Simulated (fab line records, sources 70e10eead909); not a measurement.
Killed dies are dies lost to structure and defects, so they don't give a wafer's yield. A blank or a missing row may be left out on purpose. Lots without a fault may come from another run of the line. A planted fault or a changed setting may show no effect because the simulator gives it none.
A struck lot beside a sound one | flow nand_harc | 44 steps out of a route of 1159
Sound: wafers L935.1, L935.2, L935.6. Struck: wafers L944.4, L944.5, L944.6. The cause comes at the end.
At each step with rows: each side's tool, then ch and its chambers, then its first start. Under that, the readings that differ: sound wafers | struck wafers | difference of the means | sigmas: that difference in standard deviations of wafers without a fault.
alike: readings whose means differ by less than 2 such deviations, and words and numbers that are the same on both sides. not compared: withheld readings, readings that some wafer has no value for, bounds like >300 that may hide the same value, and numbers for which the record gives no deviation and whose values overlap.
The two part at a step that has a row with sigmas, a row that says differs or no value, or rows on one side only. Numbers that don't overlap but have no deviation are shown without sigmas and don't part them. A reading that every wafer of one side lacks parts them only if that side has two wafers or more.

first, 2 steps without rows for these wafers: NHARC_P_GATE_PEB_09 (peb time 85 s); NHARC_P_GATE_DEVELOP_10 (time 70 s).
NHARC_P_GATE_CD_MEAS_11: target cd 1640 nm.
  sound on cd_sem-01 ch 0, day 5 05:47; struck on cd_sem-01 ch 0, day 7 23:50
  alike: cd_nm
then, 8 steps without rows for these wafers: NHARC_P_GATE_HARDBAKE_12 (time 80 s); NHARC_P_GATE_DESCUM_13 (chemistry O2, time 3 s); NHARC_P_GATE_ETCH_14 (etches SiO2 in dHF, target depth 48.8 nm); NHARC_P_GATE_STRIP_15 (strips in SPM, time 780 s); NHARC_P_GATE_PRECLEAN_71 (cleans in SC1); NHARC_P_GATE_SRD_72; NHARC_P_GATE_OXIDE_16 (material SiO2, target thk 3 nm, ox time 392 s); NHARC_P_GATE_CVD_17 (deposits poly-Si, target thk 150 nm, time 900 s).
NHARC_P_GATE_HM_DEP_102: deposits aC, target thk 120 nm.
  sound on acl_dep-03 ch 0, day 5 18:08; struck on acl_dep-02 ch 0, day 8 16:43
  alike: throttle_valve_pct
NHARC_P_GATE_DEP_103: deposits SiON, target thk 30 nm.
  sound on pecvd-01 ch 0,1,2, day 5 18:57; struck on pecvd-03 ch 0,1,2, day 8 17:10
  alike: heater_power_outer_w, heater_power_w
then, 8 steps without rows for these wafers: NHARC_P_GATE_DEHYDRATE_18 (time 120 s); NHARC_P_GATE_HMDS_19 (time 30 s); NHARC_P_GATE_COAT_20 (resist thk 90 nm); NHARC_P_GATE_SOFTBAKE_21 (time 55 s); NHARC_P_GATE_EBR_22; NHARC_P_GATE_EXPOSE_23 (exposes mask P GATE, target cd 120 nm); NHARC_P_GATE_PEB_24 (peb time 65 s); NHARC_P_GATE_DEVELOP_25 (develop time 35 s).
NHARC_P_GATE_CD_MEAS_26: target cd 120 nm.
  sound on cd_sem-02 ch 0, day 5 19:38; struck on cd_sem-01 ch 0, day 8 17:39
  alike: cd_nm
NHARC_P_GATE_OVL_MEAS_27:
  sound on overlay-01, day 5 19:44; struck on overlay-01, day 8 17:44
  reading           | sound          | struck      | difference | sigmas
  overlay_y_nm (nm) | -0.3 -0.5 -0.6 | 1.1 0.9 1.6 | +1.7       | +2
  alike: overlay_x_nm
NHARC_P_GATE_INSPECT_28:
  sound on defect_inspect-01, day 5 19:46; struck on defect_inspect-01, day 8 17:46
  reading          | sound   | struck      | difference | sigmas
  raw_defect_count | 10 8 12 | 478 527 466 | +480       | +99 or more
then, 1 step without rows for these wafers: NHARC_P_GATE_DESCUM_31 (chemistry O2, time 3 s).
NHARC_P_GATE_ETCH_104: etches the open film in CF4/CHF3, target depth 60 nm.
  sound on rie_diel-03 ch 0,2,3, day 5 19:55; struck on rie_diel-12 ch 0,3, day 8 18:01
  reading               | sound             | struck            | difference | sigmas
  oes_product_au (a.u.) | 0.996 0.977 0.955 | 0.935 0.931 0.934 | -0.043     | -2
  alike: drypump_motor_current_A, rf_vpp_V, showerhead_plenum_p_Torr, throttle_valve_pct
then, 3 steps without rows for these wafers: NHARC_P_GATE_HM_OPEN_105 (chemistry O2/COS, target depth 360 nm); NHARC_P_GATE_STRIP_106 (strips in O2/COS); NHARC_P_GATE_ETCH_114 (etches the open film in CF4/O2, target depth 30 nm, overetch 3 nm, time 16.5 s).
NHARC_P_GATE_ETCH_32: etches the open film in HBr/Cl2, target depth 150 nm, time 100.1 s.
  sound on rie_si-02 ch 0,1, day 5 20:19; struck on rie_si-02 ch 1,2, day 8 19:29
  alike: drypump_motor_current_A, oes_product_au, throttle_valve_pct
  not compared: rf_hours_counter_h
then, 1 step without rows for these wafers: NHARC_P_GATE_STRIP_108 (strips in O2).
NHARC_P_GATE_CD_MEAS_33:
  sound on cd_sem-03, day 5 20:38; struck on cd_sem-02, day 8 19:50
  alike: cd_nm
then, 3 steps without rows for these wafers: NHARC_P_GATE_STRIP_35 (strips in SPM, time 600 s); NHARC_P_GATE_PRECLEAN_73 (cleans in SC1); NHARC_P_GATE_SRD_74.
NHARC_P_GATE_ALD_36: deposits SiNx, target thk 20 nm, pulse time 60 s, ald cycles 223.
  sound on ald_sin-03 ch 1,3, day 5 22:10; struck on ald_sin-01 ch 0,3, day 9 03:20
  alike: heater_power_outer_w, heater_power_w, precursor_pulse_height_rel
NHARC_P_GATE_ETCHBACK_37: etches the open film in CHF3/O2, target depth 34.5 nm, time 17.2 s.
  sound on rie_diel-02 ch 0,2,3; struck on rie_diel-03 ch 0,1,2
  alike: drypump_motor_current_A, oes_product_au, rf_vpp_V, showerhead_plenum_p_Torr, throttle_valve_pct
  not compared: rf_hours_counter_h
then, 5 steps without rows for these wafers: NHARC_P_GATE_STRIP_101 (strips in O2, time 20 s); NHARC_P_GATE_PRECLEAN_97 (cleans in SPM, time 600 s); NHARC_P_GATE_SRD_98; NHARC_P_GATE_PRECLEAN_99 (cleans in SC1); NHARC_P_GATE_SRD_100.
NHARC_P_GATE_INSPECT_68:
  sound on defect_inspect-01, day 6 14:27; struck on defect_inspect-01, day 9 19:52
  reading          | sound       | struck      | difference | sigmas
  raw_defect_count | 188 186 123 | 652 693 629 | +492       | +7
-- the record jumps here: 14 days lie between the struck wafers' starts before and after (it left off in module P_GATE and takes up again in module END, whose first step shown is number 1159 of the route) --
NHARC_END_SORT_01:
  sound on prober-02 ch 0, day 20 15:26; struck on prober-01 ch 0, day 23 12:48
  reading             | sound    | struck      | difference | sigmas
  killed_at_array     | 14 16 17 | 35 37 46    | +24        | +2
  killed_at_periphery | 4 6 8    | 81 81 80    | +75        | +36
  killed_dies         | 18 22 25 | 116 118 126 | +98        | +9
  alike: killed_at_other, killed_open, killed_short

WHERE THEY PART
First at NHARC_P_GATE_OVL_MEAS_27; last, within this record, at NHARC_END_SORT_01.

WHY: what the simulator had put in
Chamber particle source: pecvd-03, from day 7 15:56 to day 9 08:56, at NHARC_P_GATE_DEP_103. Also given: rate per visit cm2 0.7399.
